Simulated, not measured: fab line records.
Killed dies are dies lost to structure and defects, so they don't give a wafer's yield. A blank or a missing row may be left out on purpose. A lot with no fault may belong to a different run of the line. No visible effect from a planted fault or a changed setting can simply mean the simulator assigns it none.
Chamber matching	flow n5-finfet	3 sister chambers for N5_BEOL_M0_DEP_125 on pecvd-03
The step deposits SiCN from 3MS/NH3, target thk 8 nm, time 14 s. 20 wafers are shown with their chamber, then 10 later ones without.

WAFERS WITH THEIR CHAMBER
wafer	chamber	showerhead-plenum-p-Torr (Torr)	throttle-valve-pct (%)
L079.1	1	3.678	8.8
L079.4	2	3.676	8.7
L079.6	1	3.674	9.1
L083.1	0	3.688	8.7
L083.4	2	3.679	8.5
L083.5	0	3.686	8.6
L085.3	0	3.677	8.3
L085.5	0	3.682	8.9
L085.6	2	3.670	8.6
L087.1	2	3.681	8.4
L087.2	0	3.686	9.0
L087.3	1	3.685	8.8
L089.1	2	3.673	8.8
L089.4	1	3.674	9.0
L089.6	0	3.683	8.7
L090.2	2	3.673	8.3
L090.3	1	3.676	8.8
L090.6	1	3.673	8.8
L092.2	2	3.678	8.4
L092.4	2	3.677	8.6

SIGNATURES (means of the wafers above)
reading	chamber 0	chamber 1	chamber 2	scatter within a chamber
showerhead-plenum-p-Torr	3.68367	3.67667	3.67588	0.00398
throttle-valve-pct	8.700	8.883	8.537	0.186
Rule: a wafer's distance from a chamber is the root of the sum, over the readings, of the square of ((its reading less the chamber's mean) divided by the reading's scatter). If the next closest chamber is less than 2 further off than the closest, the wafer can't be placed; otherwise it belongs to the closest. The scatter is the square root of a quotient: the sum, over the shown wafers, of each reading's squared deviation from its chamber's mean, divided by wafers minus chambers.

WAFERS MISSING THEIR CHAMBER
wafer	showerhead-plenum-p-Torr (Torr)	throttle-valve-pct (%)
L092.5	3.684	9.0
L093.1	3.672	8.5
L093.5	3.696	8.7
L093.6	3.684	8.6
L094.1	3.663	8.7
L094.3	3.696	8.7
L094.4	3.673	8.5
L097.3	3.680	8.6
L097.4	3.689	8.7
L097.6	3.672	8.8

WHICH CHAMBER EACH WENT THROUGH
wafer	from the rows above	in truth
L092.5	can't be placed: 0 or 1 or 2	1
L093.1	can't be placed: 2 or 1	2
L093.5	can't be placed: 0 or 1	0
L093.6	can't be placed: 0 or 2 or 1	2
L094.1	can't be placed: 2 or 1 or 0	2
L094.3	can't be placed: 0 or 1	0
L094.4	can't be placed: 2 or 1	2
L097.3	can't be placed: 0 or 2 or 1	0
L097.4	can't be placed: 0 or 1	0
L097.6	can't be placed: 1 or 2 or 0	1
Correct placement for 0 of the 10. Can't be placed from these rows: 10 (the true chamber is among the candidates in 10). 0 placed wrongly.
